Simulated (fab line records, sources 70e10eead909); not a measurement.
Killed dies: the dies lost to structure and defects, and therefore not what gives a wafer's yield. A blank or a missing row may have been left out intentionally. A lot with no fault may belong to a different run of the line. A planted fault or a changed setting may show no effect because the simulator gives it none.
Matching of chambers || flow nand harc || NHARC_P_ZERO_WELL_DESCUM_39 on rie diel-06 has 4 sister chambers
The step chemistry O2, time 3 s. 7 wafers are shown with their chamber, then 7 later ones without.

== WAFERS, EACH WITH ITS CHAMBER ==
{"wafer": "L635.2", "chamber": 0, "drypump motor current A (A)": 6.4, "oes product au (a.u.)": 0.983}
{"wafer": "L637.2", "chamber": 3, "drypump motor current A (A)": 6.8, "oes product au (a.u.)": 1.003}
{"wafer": "L638.2", "chamber": 2, "drypump motor current A (A)": 5.7, "oes product au (a.u.)": 1.006}
{"wafer": "L642.1", "chamber": 3, "drypump motor current A (A)": 6.7, "oes product au (a.u.)": 1.006}
{"wafer": "L642.5", "chamber": 1, "drypump motor current A (A)": 4.8, "oes product au (a.u.)": 1.003}
{"wafer": "L645.1", "chamber": 1, "drypump motor current A (A)": 4.8, "oes product au (a.u.)": 1.010}
{"wafer": "L645.2", "chamber": 2, "drypump motor current A (A)": 5.7, "oes product au (a.u.)": 1.008}

== WAFERS MISSING THEIR CHAMBER ==
{"wafer": "L645.3", "drypump motor current A (A)": 6.4, "oes product au (a.u.)": 0.998}
{"wafer": "L647.1", "drypump motor current A (A)": 6.8, "oes product au (a.u.)": 0.989}
{"wafer": "L647.2", "drypump motor current A (A)": 5.8, "oes product au (a.u.)": 0.997}
{"wafer": "L647.6", "drypump motor current A (A)": 6.8, "oes product au (a.u.)": 0.986}
{"wafer": "L651.3", "drypump motor current A (A)": 6.4, "oes product au (a.u.)": 0.984}
{"wafer": "L651.4", "drypump motor current A (A)": 4.8, "oes product au (a.u.)": 1.008}
{"wafer": "L651.6", "drypump motor current A (A)": 6.4, "oes product au (a.u.)": 0.994}

== WHICH CHAMBER EACH WENT THROUGH ==
{"wafer": "L645.3", "from the rows above": 0, "in truth": 0}
{"wafer": "L647.1", "from the rows above": 3, "in truth": 3}
{"wafer": "L647.2", "from the rows above": 2, "in truth": 2}
{"wafer": "L647.6", "from the rows above": 3, "in truth": 3}
{"wafer": "L651.3", "from the rows above": 0, "in truth": 0}
{"wafer": "L651.4", "from the rows above": 1, "in truth": 1}
{"wafer": "L651.6", "from the rows above": 0, "in truth": 0}
Correctly placed: 7 of 7. Number that these rows cannot place: 0. Wrongly placed: 0.
How it was worked out, from the rows above alone: a wafer's distance from a chamber is the root of the sum, over the readings, of the square of ((its reading less the chamber's mean) divided by the reading's scatter). The wafer belongs to the nearest chamber; if the next one is less than 2 further off, it can't be placed. For every chamber, the mean is computed from those of its wafers that are shown. The scatter is the square root of a quotient: the sum, over the shown wafers, of each reading's squared deviation from its chamber's mean, divided by wafers minus chambers.
